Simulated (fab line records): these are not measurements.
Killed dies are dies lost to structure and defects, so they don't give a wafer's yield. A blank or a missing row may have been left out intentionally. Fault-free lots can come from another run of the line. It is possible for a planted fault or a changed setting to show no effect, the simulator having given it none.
fab line records | flow n5Finfet
[record] lots = 6 | wafers = 18 | lastDay = 17
route steps=1938 shown SDB@366 DUMMY_REMOVAL@377 PASSIVATION@1936
lots that met no fault: from a run of the same line without faults
startH: start of the lot's first displayed wafer, in hours after the record's first day | waitH: hours elapsed since this lot's preceding step | " same as the row above | L1.1+2: a single row standing in for several wafers | - no value, or no start given | * or withheld: withheld | < > ~ a bound
route shown NAME@n: NAME is a module with steps in the file, n the number in the route of the first one | usual: mean/standard deviation taken from wafers without a fault | same: alike in all rows | chamber/n: place in a boat | sites: each site's reading | _std_site: their standard deviation | _edge_site: the outer-site mean with the inner-site mean subtracted | radiusMm: for every site, how far away it sits from the centre of the wafer | mask NAME#n: copy n | behind: the tool/chamber that last shaped the wafer | hold: reason for holding the lot/hours on hold/outcome of the hold | device: the transistor (n, p or np) that didn't switch | end of line: the route-end tests of the same wafers | a step with no rows: only its recipe | killed: dies that structure and defects cost at the first sort, which is not the same as the wafer's yield | map: shows each die of a wafer: x if killed, . if not, _ if none is there
set.NAME: the setting as run; set.NAME@STEP: as run at that earlier step | model.NAME: the simulator's own value behind a step, which no gauge read
lots seen at some steps along the route; tables by step, rows by wafer
services: when a tool's chamber went out of use (startH, in hours from the record's first day, below 0 if earlier), for how many hours, and the reason
[[steps]]
[step N5_SDB_PRECLEAN_23]
[recipe] chemistry = dHF | timeS = 30 | tempC = 25 | dilution = withheld
[step N5_SDB_DUMMY_REMOVE_24]
[recipe] chemistry = TMAH | tempC = 70 | target = poly-Si | stopOn = SiO2 | targetDepthNm = 142 | concWtPct = 5 | timeS = 57 | dry = ipaMarangoni | rinseTimeS = 30 | rinseTempC = 23
[step N5_SDB_ETCH_25]
[recipe] chemistry = C4F6/O2 | target = SiO2 | targetDepthA = 100 | timeS = 3.3 | ionEnergyEv = 250 | maskMaterial = SiNx | pressureMtorr = 30 | sourceW = 345 | biasW = 185 | Ar_flow_sccm = 300 | C4F6_flow_sccm = 10 | O2_flow_sccm = 10
[usual] chamberPressureMTorr = 29.999/0.028 | drypumpMotorCurrentA = 5.3/0.56 | oesProductAu = 0.74/0.083 | rfVppV = 669/22 | showerheadPlenumPTorr = 2.82/0.097 | throttleValvePct = 21.14/0.29
lot.wafer | tool       | chamber | startH | waitH | chamberPressureMTorr | drypumpMotorCurrentA | oesProductAu | rfHoursCounterH | rfVppV | showerheadPlenumPTorr | throttleValvePct
L665.1    | rieDiel-04 | 2       | 81.63  | 0.0   | 30.023               | 5.3                  | 0.74         | 154             | 647    | 2.73                  | 20.84
L665.3    | "          | 0       | "      | "     | 30.045               | 5.5                  | 0.71         | 215             | 677    | 2.82                  | 21.56
L665.4    | "          | 3       | "      | "     | 29.980               | 4.9                  | 0.73         | 162             | 709    | 2.98                  | 21.53
L667.3    | rieDiel-04 | 0       | 91.69  | 0.6   | 29.957               | 5.5                  | 0.70         | 218             | 679    | 2.82                  | 21.57
L667.4    | "          | 3       | "      | "     | 30.023               | 4.8                  | 0.71         | 167             | 705    | 2.98                  | 21.52
L667.5    | "          | 0       | "      | "     | 30.040               | 5.4                  | 0.70         | -               | 677    | 2.82                  | 21.57
L679.1    | rieDiel-05 | 2       | 161.80 | 0.0   | 30.000               | 5.2                  | 0.84         | 61              | 668    | 2.89                  | 20.79
L679.3    | "          | 3       | "      | "     | 29.978               | 4.9                  | 0.74         | 182             | 639    | 2.74                  | 21.34
L679.4    | "          | 1       | "      | "     | 29.949               | 6.5                  | 0.73         | 166             | 673    | 2.75                  | 21.28
L681.1    | rieDiel-01 | 2       | 175.90 | 0.0   | 30.038               | 6.3                  | 0.66         | 240             | 648    | 2.79                  | 21.18
L681.4    | "          | 0       | "      | "     | 30.045               | 4.9                  | 0.94         | 8               | 698    | 2.82                  | 21.12
L681.6    | "          | 1       | "      | "     | 29.988               | 4.7                  | 0.72         | -               | 641    | 2.94                  | 21.29
L682.1    | rieDiel-01 | 0       | 180.42 | 0.1   | 29.983               | 4.9                  | 0.93         | 10              | 697    | 2.82                  | 21.11
L682.2    | "          | 1       | "      | "     | 30.044               | 4.7                  | 0.72         | 197             | 643    | 2.94                  | 21.32
L682.4    | "          | 2       | "      | "     | 30.017               | 6.3                  | 0.66         | 242             | 649    | 2.79                  | 21.19
L686.3    | rieDiel-05 | 0       | 203.50 | 0.0   | 30.030               | 5.9                  | 0.91         | 19              | 675    | 2.78                  | 20.70
L686.4    | "          | 1       | "      | "     | 30.010               | 6.4                  | 0.72         | 180             | 672    | 2.74                  | 21.28
L686.5    | "          | 1       | "      | "     | 29.993               | 6.4                  | 0.73         | -               | 673    | 2.74                  | 21.30
[step N5_SDB_CUT_ETCH_26]
[recipe] chemistry = HBr/Cl2/O2 | target = Si | targetDepthA = 1296 | btTimeS = 20 | maskMaterial = SiNx | timeS = 51.8 | ionEnergyEv = * | biasW = * | pressureMtorr = 10 | icpW = 800 | HBr_flow_sccm = 150 | Cl2_flow_sccm = 80 | O2_flow_sccm = 12
[usual] chamberPressureMTorr = 10.001/0.0098 | drypumpMotorCurrentA = 5.9/0.33 | mfcCl2Sccm = 80.02/0.23 | oesProductAu = 1.008/0.012 | throttleValvePct = 37.5/0.5
lot.wafer | tool     | chamber | startH | waitH | chamberPressureMTorr | drypumpMotorCurrentA | mfcCl2Sccm | oesProductAu | rfHoursCounterH | throttleValvePct
L665.1    | rieSi-04 | 3       | 81.71  | 0.1   | 9.992                | 5.8                  | 79.77      | 1.006        | 14              | 37.3
L665.3    | "        | 2       | "      | "     | 10.005               | 5.2                  | 80.19      | 1.000        | 2               | 37.5
L665.4    | "        | 0       | "      | "     | 10.001               | 6.4                  | 80.00      | 1.015        | 109             | 38.2
L667.3    | rieSi-03 | 1       | 91.77  | 0.1   | 10.003               | 5.8                  | 80.42      | 1.016        | 94              | 36.8
L667.4    | "        | 0       | "      | "     | 10.002               | 6.2                  | 80.24      | 1.022        | 88              | 38.0
L667.5    | "        | 3       | "      | "     | 10.016               | 5.9                  | 80.12      | 0.981        | -               | 37.6
L679.1    | rieSi-01 | 3       | 161.88 | 0.1   | 9.993                | 5.7                  | 80.27      | 1.012        | 104             | 38.3
L679.3    | "        | 1       | "      | "     | 10.010               | 5.9                  | 79.89      | 1.024        | 107             | 37.2
L679.4    | "        | 0       | "      | "     | 10.009               | 5.8                  | 80.00      | 0.998        | 79              | 37.7
L681.1    | rieSi-04 | 3       | 175.98 | 0.1   | 10.008               | 5.8                  | 80.10      | 1.002        | 16              | 37.3
L681.4    | "        | 0       | "      | "     | 9.993                | 6.4                  | 79.96      | 1.026        | 111             | 38.2
L681.6    | "        | 1       | "      | "     | 10.009               | 5.9                  | 79.92      | 0.998        | -               | 36.9
L682.1    | rieSi-03 | 1       | 180.51 | 0.1   | 10.006               | 5.8                  | 80.11      | 1.017        | 96              | 36.8
L682.2    | "        | 0       | "      | "     | 9.995                | 6.2                  | 79.55      | 1.021        | 89              | 38.0
L682.4    | "        | 3       | "      | "     | 10.012               | 5.8                  | 79.72      | 0.976        | 118             | 37.5
L686.3    | rieSi-01 | 0       | 203.59 | 0.1   | 10.003               | 5.9                  | 80.28      | 0.995        | 80              | 37.7
L686.4    | "        | 1       | "      | "     | 10.012               | 5.9                  | 80.38      | 1.027        | 107             | 37.2
L686.5    | "        | 1       | "      | "     | 9.998                | 5.9                  | 79.98      | 1.019        | -               | 37.2
[step N5_SDB_PRECLEAN_38]
[recipe] chemistry = dHF | timeS = 10 | dilution = 750:1 | tempC = 25
[step N5_SDB_PRECLEAN_39]
[recipe] chemistry = O3/DIW | timeS = 45 | tempC = 22 | o3Ppm = 10
[step N5_SDB_SRD_28]
[recipe] dry = ipaMarangoni | timeS = 30 | tempC = 23 | rinseLiquid = diw
[step N5_SDB_ALD_29]
[recipe] material = SiNx | targetThkA = 300 | tempC = 400 | aldPrecursorFamily = SiH2I2 | aldCoReactant = N2/H2-plasma | pulseTimeS = 1 | aldCycles = 600 | purgeTimeS = 2 | coReactantPurgeTimeS = 2 | pressureTorr = 2
[usual] heaterPowerW = 806/59 | precursorPulseHeightRel = 1.000/0.019
lot.wafer | tool      | chamber | startH | waitH | heaterPowerW | precursorPulseHeightRel
L665.1    | aldSin-03 | 0       | 81.90  | 0.0   | 868          | 0.971
L665.3    | "         | 1       | "      | "     | 854          | 0.989
L665.4    | "         | 3       | "      | "     | 826          | 1.026
L667.3    | aldSin-03 | 3       | 91.96  | 0.0   | 837          | 0.991
L667.4    | "         | 0       | "      | "     | 852          | 1.017
L667.5    | "         | 0       | 93.31  | 1.4   | 857          | 1.024
L679.1    | aldSin-02 | 2       | 162.07 | 0.0   | 853          | 1.012
L679.3    | "         | 0       | "      | "     | 717          | 0.989
L679.4    | "         | 3       | 163.43 | 1.4   | 720          | 1.022
L681.1    | aldSin-04 | 2       | 176.27 | 0.1   | 874          | 0.989
L681.4    | "         | 1       | "      | "     | 774          | 1.013
L681.6    | "         | 3       | 177.63 | 1.5   | 797          | 0.984
L682.1    | aldSin-03 | 0       | 180.94 | 0.3   | 873          | 0.987
L682.2    | "         | 2       | "      | "     | 797          | 1.027
L682.4    | "         | 1       | "      | "     | 858          | 1.026
L686.3    | aldSin-02 | 3       | 203.77 | 0.0   | 709          | 1.011
L686.4    | "         | 2       | "      | "     | 875          | 1.012
L686.5    | "         | 0       | 205.12 | 1.4   | 695          | 0.979
[step N5_SDB_CMP_30]
[recipe] stopOn = poly-Si | tOverpolishS = 1.54 | postCmpClean = alkalineBrush | downForcePsi = 4.1491 | platenRpm = 51.796 | padVelocityMS = 1.0306 | targetThkNm = 30
[usual] motorCurrentA = 12.6/1.1 | overpolishRunS = 1.541/0.0099 | timeToEndpointS = 19/3.6
lot.wafer | tool   | chamber | startH | waitH | motorCurrentA | overpolishRunS | timeToEndpointS
L665.3    | cmp-02 | 0       | 84.63  | 1.4   | 12.9          | 1.526          | 18
L665.1    | "      | 1       | "      | "     | 14.3          | 1.542          | 21
L665.4    | "      | 3       | "      | "     | 12.1          | 1.524          | 16
L667.3    | cmp-04 | 2       | 94.73  | 1.4   | 13.3          | 1.550          | 16
L667.4    | "      | 3       | "      | "     | 12.1          | 1.545          | 23
L667.5    | "      | 1       | "      | "     | 12.9          | 1.543          | 28
L679.3    | cmp-02 | 0       | 164.81 | 1.4   | 12.8          | 1.535          | 17
L679.4    | "      | 1       | "      | "     | 14.5          | 1.550          | 23
L679.1    | "      | 2       | "      | "     | 12.5          | 1.536          | 19
L681.1    | cmp-02 | 2       | 179.04 | 1.4   | 12.2          | 1.534          | 19
L681.4    | "      | 3       | "      | "     | 12.4          | 1.522          | 15
L681.6    | "      | 1       | "      | "     | 13.8          | 1.547          | 21
L682.4    | cmp-01 | 2       | 183.67 | 1.4   | 10.5          | 1.524          | 22
L682.1    | "      | 3       | "      | "     | 11.6          | 1.536          | 24
L682.2    | "      | 1       | "      | "     | 14.7          | 1.543          | 19
L686.3    | cmp-01 | 0       | 206.50 | 1.4   | 12.4          | 1.532          | 14
L686.4    | "      | 2       | "      | "     | 10.3          | 1.539          | 21
L686.5    | "      | 1       | "      | "     | 14.2          | 1.536          | 21
[step N5_SDB_THK_MEAS_31]
[recipe] reads = a-Si_of_DUMMY_GATE_CVD_03
[usual] SDB_THK = 64.4/1.3
lot.wafer | tool         | chamber | startH | waitH | SDB_THK[nm]
L665.1    | filmMetro-01 | -       | 84.92  | -     | 62.5
L665.3    | "            | -       | "      | "     | 63.6
L665.4    | "            | -       | "      | "     | 65.4
L667.3    | filmMetro-01 | -       | 94.99  | -     | 63.5
L667.4    | "            | -       | "      | "     | 62.9
L667.5    | "            | -       | "      | "     | 63.1
L679.1    | filmMetro-01 | -       | 165.10 | -     | 64.0
L679.3    | "            | -       | "      | "     | 66.1
L679.4    | "            | -       | "      | "     | 62.4
L681.1    | filmMetro-01 | -       | 179.30 | -     | 62.3
L681.4    | "            | -       | "      | "     | 65.9
L681.6    | "            | -       | "      | "     | 65.2
L682.1    | filmMetro-01 | -       | 184.07 | -     | 63.9
L682.2    | "            | -       | "      | "     | 65.3
L682.4    | "            | -       | "      | "     | 64.1
L686.3    | filmMetro-01 | -       | 206.80 | -     | 65.8
L686.4    | "            | -       | "      | "     | 64.6
L686.5    | "            | -       | "      | "     | 63.9
[step N5_SDB_INSPECT_36]
[recipe] inspectInstrument = darkfield | mode = postCmp
[usual] rawDefectCount = 37/20
lot.wafer | tool             | chamber | startH | waitH | rawDefectCount
L665.1    | defectInspect-02 | -       | 84.95  | 0.0   | 22
L665.3    | "                | -       | "      | "     | 16
L665.4    | "                | -       | "      | "     | 75
L667.3    | defectInspect-02 | -       | 95.01  | 0.0   | 72
L667.4    | "                | -       | "      | "     | 86
L667.5    | "                | -       | "      | "     | 84
L679.1    | defectInspect-01 | -       | 165.13 | 0.0   | 66
L679.3    | "                | -       | "      | "     | 35
L679.4    | "                | -       | "      | "     | 35
L681.1    | defectInspect-02 | -       | 179.33 | 0.0   | 59
L681.4    | "                | -       | "      | "     | 31
L681.6    | "                | -       | "      | "     | 46
L682.1    | defectInspect-01 | -       | 184.11 | 0.0   | 30
L682.2    | "                | -       | "      | "     | 20
L682.4    | "                | -       | "      | "     | 21
L686.3    | defectInspect-02 | -       | 206.83 | 0.0   | 33
L686.4    | "                | -       | "      | "     | 35
L686.5    | "                | -       | "      | "     | 51
[step N5_DUMMY_REMOVAL_HM_STRIP_01]
[recipe] chemistry = CH3F/O2 | material = SiNx | targetDepthA = 40 | stopOn = poly-Si | timeS = 6.8 | overEtchFrac = 0.3 | ionEnergyEv = 60 | powerW = 410 | biasW = 29 | Ar_flow_sccm = 150 | CH3F_flow_sccm = 30 | O2_flow_sccm = 20
[usual] CH3F_flow_sccm = 30.00/0.095 | chamberPressureMTorr = 30.001/0.027 | drypumpMotorCurrentA = 5.93/0.26 | oesProductAu = 0.63/0.059 | rfVppV = 127.4/0.92 | showerheadPlenumPTorr = 2.01/0.051 | throttleValvePct = 16.30/0.23
lot.wafer | tool       | chamber | startH | waitH | CH3F_flow_sccm | chamberPressureMTorr | drypumpMotorCurrentA | oesProductAu | rfHoursCounterH | rfVppV | showerheadPlenumPTorr | throttleValvePct
L665.1    | rieDiel-06 | 0       | 84.98  | 0.0   | 29.96          | 29.980               | 5.80                 | 0.60         | 147             | 127.2  | 2.08                  | 16.30
L665.3    | "          | 3       | "      | "     | 30.08          | 29.989               | 5.77                 | 0.59         | 188             | 128.2  | 2.00                  | 16.64
L665.4    | "          | 2       | "      | "     | 30.01          | 29.953               | 6.00                 | 0.60         | 171             | 126.2  | 1.97                  | 16.24
L667.3    | rieDiel-02 | 2       | 95.05  | 0.0   | 30.20          | 29.991               | 5.95                 | 0.62         | 135             | 127.5  | 2.02                  | 16.14
L667.4    | "          | 3       | "      | "     | 30.01          | 29.996               | 6.15                 | 0.56         | -               | 126.8  | 1.98                  | 16.36
L667.5    | "          | 1       | "      | "     | 29.97          | 29.993               | 5.97                 | 0.71         | -               | 128.5  | 2.12                  | 15.99
L679.1    | rieDiel-02 | 1       | 165.28 | 0.2   | 29.86          | 29.977               | 5.98                 | 0.67         | 59              | 129.0  | 2.11                  | 16.03
L679.3    | "          | 2       | "      | "     | 29.90          | 30.065               | 5.98                 | 0.60         | 161             | 127.5  | 2.01                  | 16.21
L679.4    | "          | 3       | "      | "     | 30.09          | 30.040               | 6.14                 | 0.74         | 5               | 127.6  | 1.97                  | 16.01
L681.1    | rieDiel-03 | 0       | 179.36 | 0.0   | 29.97          | 29.985               | 5.76                 | 0.61         | 165             | 126.6  | 1.92                  | 16.39
L681.4    | "          | 2       | "      | "     | 29.96          | 30.028               | 6.03                 | 0.65         | 84              | 127.5  | 2.03                  | 16.32
L681.6    | "          | 3       | "      | "     | 30.09          | 30.019               | 5.82                 | 0.57         | -               | 128.5  | 2.04                  | 16.18
L682.1    | rieDiel-02 | 0       | 184.14 | 0.0   | 29.99          | 30.044               | 5.50                 | 0.74         | 19              | 126.6  | 1.95                  | 16.03
L682.2    | "          | 2       | "      | "     | 30.12          | 29.968               | 5.96                 | 0.60         | 167             | 128.1  | 2.01                  | 16.22
L682.4    | "          | 1       | "      | "     | 29.87          | 29.981               | 5.95                 | 0.68         | 64              | 127.5  | 2.11                  | 16.04
L686.3    | rieDiel-06 | 2       | 206.94 | 0.1   | 29.96          | 30.022               | 6.03                 | 0.57         | 206             | 128.1  | 1.95                  | 16.31
L686.4    | "          | 3       | "      | "     | 30.16          | 29.970               | 5.76                 | 0.58         | 221             | 127.4  | 1.99                  | 16.72
L686.5    | "          | 0       | "      | "     | 29.88          | 29.958               | 5.78                 | 0.59         | -               | 128.6  | 2.06                  | 16.39
[step N5_DUMMY_REMOVAL_STRIP_10]
[recipe] chemistry = N2/H2 | timeS = 40 | powerW = 100 | tempC = 40 | pressureMtorr = 100 | rfFrequencyHz = 6e+07 | biasPowerW = 3 | n2FlowSccm = 300 | h2FlowSccm = 300
[usual] biasPowerW = 3.001/0.0092 | chamberPressureMTorr = 100.01/0.082 | drypumpMotorCurrentA = 5.95/0.26 | oesProductAu = 0.77/0.083 | rfVppV = 45.4/0.84 | showerheadPlenumPTorr = 3.40/0.095 | throttleValvePct = 12.16/0.27
lot.wafer | tool       | chamber | startH | waitH | biasPowerW | chamberPressureMTorr | drypumpMotorCurrentA | oesProductAu | rfHoursCounterH | rfVppV | showerheadPlenumPTorr | throttleValvePct
L665.1    | rieDiel-06 | 0       | 85.02  | 0.0   | 3.004      | 100.05               | 5.81                 | 0.73         | 147             | 46.3   | 3.56                  | 12.33
L665.3    | "          | 3       | "      | "     | 2.995      | 99.90                | 5.80                 | 0.72         | 188             | 45.8   | 3.35                  | 12.42
L665.4    | "          | 2       | "      | "     | 3.003      | 99.79                | 6.05                 | 0.72         | 171             | 45.6   | 3.32                  | 12.05
L667.3    | rieDiel-02 | 2       | 95.08  | 0.0   | 3.010      | 100.06               | 5.99                 | 0.76         | 135             | 45.8   | 3.39                  | 12.10
L667.4    | "          | 3       | "      | "     | 3.008      | 99.96                | 6.13                 | 0.68         | -               | 45.3   | 3.36                  | 12.53
L667.5    | "          | 1       | "      | "     | 3.010      | 100.07               | 5.98                 | 0.88         | -               | 44.9   | 3.57                  | 11.75
L679.1    | rieDiel-02 | 1       | 165.32 | 0.0   | 3.007      | 100.08               | 5.98                 | 0.85         | 59              | 45.0   | 3.55                  | 11.84
L679.3    | "          | 2       | "      | "     | 3.003      | 99.92                | 5.97                 | 0.75         | 161             | 44.3   | 3.38                  | 12.17
L679.4    | "          | 3       | "      | "     | 2.997      | 99.88                | 6.19                 | 0.95         | 5               | 46.2   | 3.35                  | 11.97
L681.1    | rieDiel-03 | 0       | 179.40 | 0.0   | 2.992      | 100.08               | 5.76                 | 0.75         | 165             | 43.9   | 3.22                  | 12.21
L681.4    | "          | 2       | "      | "     | 3.021      | 100.10               | 6.07                 | 0.81         | 84              | 45.7   | 3.43                  | 12.23
L681.6    | "          | 3       | "      | "     | 3.008      | 100.06               | 5.84                 | 0.71         | -               | 44.9   | 3.48                  | 12.23
L682.1    | rieDiel-02 | 0       | 184.18 | 0.0   | 3.008      | 100.05               | 5.52                 | 0.93         | 19              | 46.5   | 3.30                  | 11.81
L682.2    | "          | 2       | "      | "     | 3.000      | 100.08               | 5.98                 | 0.74         | 167             | 45.6   | 3.37                  | 12.18
L682.4    | "          | 1       | "      | "     | 3.001      | 99.91                | 5.99                 | 0.83         | 64              | 44.3   | 3.55                  | 11.84
L686.3    | rieDiel-06 | 2       | 206.98 | 0.0   | 3.002      | 100.07               | 6.04                 | 0.70         | 206             | 44.8   | 3.30                  | 12.12
L686.4    | "          | 3       | "      | "     | 3.001      | 99.89                | 5.79                 | 0.71         | 221             | 45.4   | 3.34                  | 12.51
L686.5    | "          | 0       | "      | "     | 2.989      | 100.06               | 5.81                 | 0.70         | -               | 45.4   | 3.54                  | 12.43
[step N5_DUMMY_REMOVAL_PRECLEAN_07]
[recipe] chemistry = dHF | timeS = 30 | tempC = 25 | dilution = withheld
[step N5_DUMMY_REMOVAL_DUMMY_REMOVE_02]
[recipe] chemistry = TMAH | tempC = 70 | target = poly-Si | stopOn = SiO2 | targetDepthNm = 142 | concWtPct = 5 | timeS = 57 | dry = ipaMarangoni | rinseTimeS = 30 | rinseTempC = 23
[step N5_DUMMY_REMOVAL_INSPECT_06]
[recipe] inspectInstrument = brightfield | mode = aei
[usual] rawDefectCount = 11/5
lot.wafer | tool             | chamber | startH | waitH | rawDefectCount
L665.1    | defectInspect-01 | -       | 85.18  | 0.0   | 9
L665.3    | "                | -       | "      | "     | 18
L665.4    | "                | -       | "      | "     | 14
L667.3    | defectInspect-02 | -       | 95.24  | 0.0   | 23
L667.4    | "                | -       | "      | "     | 9
L667.5    | "                | -       | "      | "     | 15
L679.1    | defectInspect-02 | -       | 165.48 | 0.0   | 505
L679.3    | "                | -       | "      | "     | 479
L679.4    | "                | -       | "      | "     | 506
L681.1    | defectInspect-01 | -       | 179.56 | 0.0   | 17
L681.4    | "                | -       | "      | "     | 11
L681.6    | "                | -       | "      | "     | 7
L682.1    | defectInspect-02 | -       | 184.34 | 0.0   | 506
L682.2    | "                | -       | "      | "     | 540
L682.4    | "                | -       | "      | "     | 544
L686.3    | defectInspect-01 | -       | 207.14 | 0.0   | 13
L686.4    | "                | -       | "      | "     | 17
L686.5    | "                | -       | "      | "     | 14
[step N5_DUMMY_REMOVAL_PRECLEAN_08]
[recipe] chemistry = NF3:NH3 | afsCycles = 2 | tempC = 30 | timeS = 20 | sublimationTempC = 180 | sublimationTimeS = 60 | pressureTorr = 3 | rfPowerW = 30
[step N5_PASSIVATION_PROBE_49]
[usual] killed_at_M0_to_M3 = 35/11 | killed_at_M4_up = 13/5.7 | killedAtContacts = 12/5.7 | killedAtFrontEnd = 40/11 | killedAtOther = 4/4.4 | killedDies = 105/18 | killedOpen = 68/14 | killedShort = 34/7.4
[same] grossDies = 1180 | killedAtBackSide = 0
lot.wafer | tool      | chamber | startH | waitH | killed_at_M0_to_M3 | killed_at_M4_up | killedAtContacts | killedAtFrontEnd | killedAtOther | killedDies | killedOpen | killedShort
L679.1    | prober-02 | -       | 367.59 | 0.0   | 32                 | 9               | 7                | 153              | 2             | 203        | 54         | 30
L679.3    | prober-02 | -       | 367.69 | 0.1   | 33                 | 12              | 16               | 81               | 2             | 144        | 66         | 27
L679.4    | prober-02 | -       | 367.74 | 0.2   | 36                 | 21              | 26               | 146              | 3             | 232        | 78         | 35
L682.1    | prober-01 | -       | 391.88 | 0.0   | 47                 | 8               | 13               | 148              | 9             | 225        | 65         | 31
L682.2    | prober-01 | -       | 391.93 | 0.1   | 36                 | 12              | 6                | 80               | 14            | 148        | 46         | 30
L682.4    | prober-01 | -       | 392.03 | 0.2   | 51                 | 13              | 14               | 152              | 19            | 249        | 69         | 35
// killed by level:class
L679.1 DUMMY_REMOVAL:unspecified=119 FIN_SAQP:geometricParticle:open=8 BEOL_M1:geometricParticle:open=7 BEOL_M1:geometricParticle:short=7 STI_FIN_REVEAL:geometricParticle:open=6 MOL_CONTACT_COAG:geometricParticle:open=6 BEOL_M4:geometricParticle:open=6 BEOL_M0_SAQP:geometricParticle:short=6
L679.3 DUMMY_REMOVAL:unspecified=50 BEOL_M1:geometricParticle:open=16 MOL_CONTACT_COAG:geometricParticle:open=12 DUMMY_GATE:geometricParticle:open=9 FIN_SAQP:geometricParticle:short=6 BEOL_M4:geometricParticle:open=6 FIN_SAQP:geometricParticle:open=4 STI_FIN_REVEAL:geometricParticle:open=4
L679.4 DUMMY_REMOVAL:unspecified=118 MOL_CONTACT_COAG:geometricParticle:open=21 BEOL_M4:geometricParticle:open=13 BEOL_M0_SAQP:geometricParticle:short=7 BEOL_M0_SAQP:geometricParticle:open=6 BEOL_M2:geometricParticle:open=6 FIN_SAQP:geometricParticle:open=5 MOL_CONTACT_COAG:geometricParticle:short=5
L682.1 DUMMY_REMOVAL:unspecified=119 MOL_CONTACT_COAG:geometricParticle:open=13 BEOL_M0_SAQP:geometricParticle:short=12 BEOL_M2:geometricParticle:open=12 BEOL_M1:geometricParticle:open=10 DUMMY_GATE:geometricParticle:open=8 MIM_TOP_ETCH:areaEtch=6 FIN_SAQP:geometricParticle:open=4
L682.2 DUMMY_REMOVAL:unspecified=58 MIM_TOP_ETCH:areaEtch=14 BEOL_M0_SAQP:geometricParticle:short=10 BEOL_M4:geometricParticle:short=8 BEOL_M2:geometricParticle:open=7 BEOL_M3:geometricParticle:open=7 DUMMY_GATE:geometricParticle:open=6 MOL_CONTACT_COAG:geometricParticle:open=6
L682.4 DUMMY_REMOVAL:unspecified=121 MIM_TOP_ETCH:areaEtch=18 BEOL_M1:geometricParticle:open=13 BEOL_M2:geometricParticle:open=11 MOL_CONTACT_COAG:geometricParticle:open=9 BEOL_M4:geometricParticle:short=7 FIN_SAQP:geometricParticle:open=6 BEOL_M0_SAQP:geometricParticle:open=6
// map L679.4 (x killed, . not)
_________________..........xx________________
______________......x......x.x.._____________
___________....x....x..............__________
__________...............x.......x.._________
________........................x...x._______
_______x.....................x......x..______
______...x....x.x......x..x............._____
_____.x...x....x..........x.........x....____
____......x.............x.....x........x..___
___..............xx....x...............x...__
___................................x.......__
__.x..............x........x.............x.x_
__.........x....x.........x...............x._
_..x....x.........x..........................
_..................x....x.............x......
_..............x....x...x...............x....
_....................x.......x.x...xx........
_.x...x.................x....................
_....................x....xx.x..xxxx.........
_....x.....x.x.........x....x.xxx.xxx........
_.x...x.......xx...x..x.x...xxxxxxxxxx.x.....
__...............x.......x.x.xxxxxxxxxx....x_
__...x.............xx.....xxxxxxxxxxxxx....._
___xx...................x..xxxxxxxxxxxxx...__
___.........xx..x..x......xxxxxxxxxxxxx..x.__
____...x.....x.......x....xxxxxxxxxxxxx...___
_____..................x..xxxxxxxxxxx.x..____
______............x.x.x....xxxxxxxxxxx.._____
_______x...x................x.xxxx.xx.x______
________....x................xx.xxxxxx_______
__________........................x._________
___________x............x..........__________
______________..x...x.....xx...x_____________
_________________.x..........________________
// map L682.4 (x killed, . not)
_________________.......x....________________
______________.x....x..x.x......_____________
___________........................__________
__________......................xx.._________
________x.........x.x..x.............._______
_______............................x.x.______
______...........x.x..x.......xxxxxxxx.x_____
_____........x...............x.xxxxxxxx..____
____...x.....................xxxxxxxx.xx..___
___.x..........xx....x...x.xxxxxxxxxxxxxxx.__
___.x.x.........x.....x..xx.xxxxxxxxxxxxx.x__
__.x.....x.x......xx........xxxxxxxxxxxxxxx._
__......xx.x...x.x.......xxxx.xxxxxxxxxxxx.._
_.x.....xx......x............xxxxxxxxxxxx....
_.xx.......................x..xxxxxxxxxx..x..
_................x...x....x.x...xx.xx.x..x..x
_....x.......xx.............x..x.xxxx......x.
_.........x.............x...........x..x.....
_.....x.......x.........x..................xx
_x........x....xxx...........................
_..x.........x.....x...xxx...x...............
__......x......x.........x...x.............._
__............xxxx.x....x..................._
___....x.........x...........x.x...........__
___.xx..............x........x...x.........__
____x..x......x..........................x___
_____.......x...x..x.....................____
______.......x...............x.........._____
_______.x..x.x.........x.x....x........______
________..x............x..........x..._______
__________............xx..xxx......._________
___________.x..xx.......x..........__________
______________x.........x......._____________
_________________..x.....x...________________
[[services]]
tool       | chamber | startH | hours | kind
rieDiel-06 | 2       | 58.47  | 8.6   | repair
cmp-02     | -       | 65.60  | 2.1   | repair
rieSi-03   | 0       | 66.87  | 4.5   | repair
cmp-02     | -       | 68.38  | 4.7   | pm
aldSin-02  | 1       | 69.29  | 7.8   | repair
rieDiel-05 | -       | 71.46  | 0.8   | repair
rieSi-01   | -       | 82.68  | 14.6  | pm
rieDiel-02 | 0       | 84.26  | 23.0  | repair
cmp-01     | -       | 84.84  | 16.2  | pm
aldSin-04  | -       | 85.70  | 14.0  | pm
rieDiel-01 | -       | 102.19 | 4.3   | pm
rieDiel-01 | 2       | 107.31 | 5.2   | repair
rieSi-03   | 2       | 112.81 | 2.1   | repair
rieDiel-01 | -       | 114.81 | 14.6  | pm
rieDiel-05 | 2       | 120.99 | 4.6   | repair
aldSin-03  | 0       | 126.03 | 3.6   | repair
cmp-04     | -       | 126.13 | 0.8   | repair
cmp-04     | -       | 133.17 | 4.0   | pm
aldSin-02  | 1       | 152.20 | 10.6  | repair
rieDiel-04 | 1       | 152.74 | 6.5   | repair
rieSi-03   | -       | 179.42 | 0.4   | repair
aldSin-03  | 1       | 186.99 | 105.9 | repair
cmp-02     | -       | 197.12 | 0.2   | repair
cmp-04     | -       | 205.68 | 3.3   | repair
[[key]]
[firstSign] step = N5_DUMMY_REMOVAL_INSPECT_06 | reading = rawDefectCount | direction = up | sigmas = 99+ | usual = 11 | struck = 513
[effect] step = N5_PASSIVATION_PROBE_49 | reading = killedAtFrontEnd | direction = up | sigmas = 7.9 | usual = 40 | struck = 127
[moreKillsBornAt] N5_DUMMY_REMOVAL_STRIP_10@rieDiel-02 = 585
metAt N5_DUMMY_REMOVAL_STRIP_10
struckWafers L679.1,L679.3,L679.4,L682.1,L682.2,L682.4
testerLeftOut L679,L682
[baselineLoss] step = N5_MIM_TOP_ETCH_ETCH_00 | wafers = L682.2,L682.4
onsetBetween 95.08 165.32
alsoFits N5_DUMMY_REMOVAL_HM_STRIP_01:rieDiel-02
[fault] kind = chamberParticleSource | tool = rieDiel-02 | chamber = - | onsetH = 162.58 | steps = N5_DUMMY_REMOVAL_STRIP_10 | ratePerVisitCm2 = 0.76829 | endH = 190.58
// testerLeftOut: of these lots the tester's yield and bins aren't shown, on N5 and GAA mostly nor the transistor test; their killed dies are dies lost to structure and defects alone, not to doping, threshold or leakage, so they don't give the yield
// baselineLoss: these wafers lose ten dies or more at that step, a loss of the line's own and not of a fault; the sort's usual values leave them out
